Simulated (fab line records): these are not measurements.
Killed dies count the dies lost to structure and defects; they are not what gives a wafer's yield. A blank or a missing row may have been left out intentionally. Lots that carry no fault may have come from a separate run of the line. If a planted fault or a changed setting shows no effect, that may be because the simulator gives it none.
Which tool was responsible?    flow n5-finfet    11 lots with 33 wafers sampled at 2 steps, on a route of 1938 steps

## WHAT THE GAUGES READ, wafer by wafer
N5_BEOL_M14_THK_MEAS_50: measures by xrf.
lot   measured      on             M14_THK (nm)
L867  day 11 11:11  film-metro-02  554 583 564
L866  day 11 11:13  film-metro-01  558 567 557
L870  day 11 21:01  film-metro-02  551 583 579
L869  day 12 00:46  film-metro-02  555 572 569
L872  day 12 14:56  film-metro-01  558 559 561
L875  day 13 19:57  film-metro-02  545 582 556
L879  day 14 20:42  film-metro-01  554 590 571
L882  day 15 08:40  film-metro-02  612 560 559
L883  day 15 18:46  film-metro-01  579 567 591
L886  day 16 16:05  film-metro-02  565 585 610
L888  day 16 23:47  film-metro-02  539 572 542

N5_BEOL_M15_INSPECT_12: inspects for defects (macro).
lot   measured      on                 raw-defect-count
L867  day 11 12:06  defect-inspect-01  3 4 0
L866  day 11 12:16  defect-inspect-01  2 3 2
L870  day 11 21:49  defect-inspect-01  2 1 3
L869  day 12 01:43  defect-inspect-01  3 3 1
L872  day 12 15:47  defect-inspect-02  3 5 0
L875  day 13 20:51  defect-inspect-01  4 2 1
L879  day 14 21:38  defect-inspect-01  2 1 2
L882  day 15 09:35  defect-inspect-02  1 3 1
L883  day 15 19:41  defect-inspect-01  3 1 2
L886  day 16 17:01  defect-inspect-01  2 1 1
L888  day 17 00:42  defect-inspect-01  1 2 0

## EACH LOT AND THE TOOL THAT RAN IT (in order: tool; ch and the chambers of the sampled wafers; start)
The record holds no process step before these readings.

## AS READ BY THE TOOLS THEMSELVES (means over the sampled wafers that have a number; for cases with no such wafer, the mark the record gives instead)
The record holds no such reading with a usual standard deviation.

## THE ANSWER, worked out from the rows above alone
Rule: what is usual is taken from the lots themselves. The widest of any qualifying gaps counts: lots, ordered by their means at a reading, are off when they make up no more than a third of the lots, leave a main group of 4 or more, and stand apart from it by 3 or more times the standard deviation of that group's means. Not used: any main group whose means are identical at the precision the tables above print for the reading. Also off: a lot with no number at a reading for which 4 or more lots have one. All remaining lots with rows at the step are treated as sound. First the gauges in route order, then the tools' own readings, where a lot's mean is used as printed above. At the first step where some lot is off, the reading lying furthest off is the one used; lots without a number count as furthest.
No lot is off at any reading shown: from this, nothing can be told.

## WHAT THE SIMULATOR PUT IN
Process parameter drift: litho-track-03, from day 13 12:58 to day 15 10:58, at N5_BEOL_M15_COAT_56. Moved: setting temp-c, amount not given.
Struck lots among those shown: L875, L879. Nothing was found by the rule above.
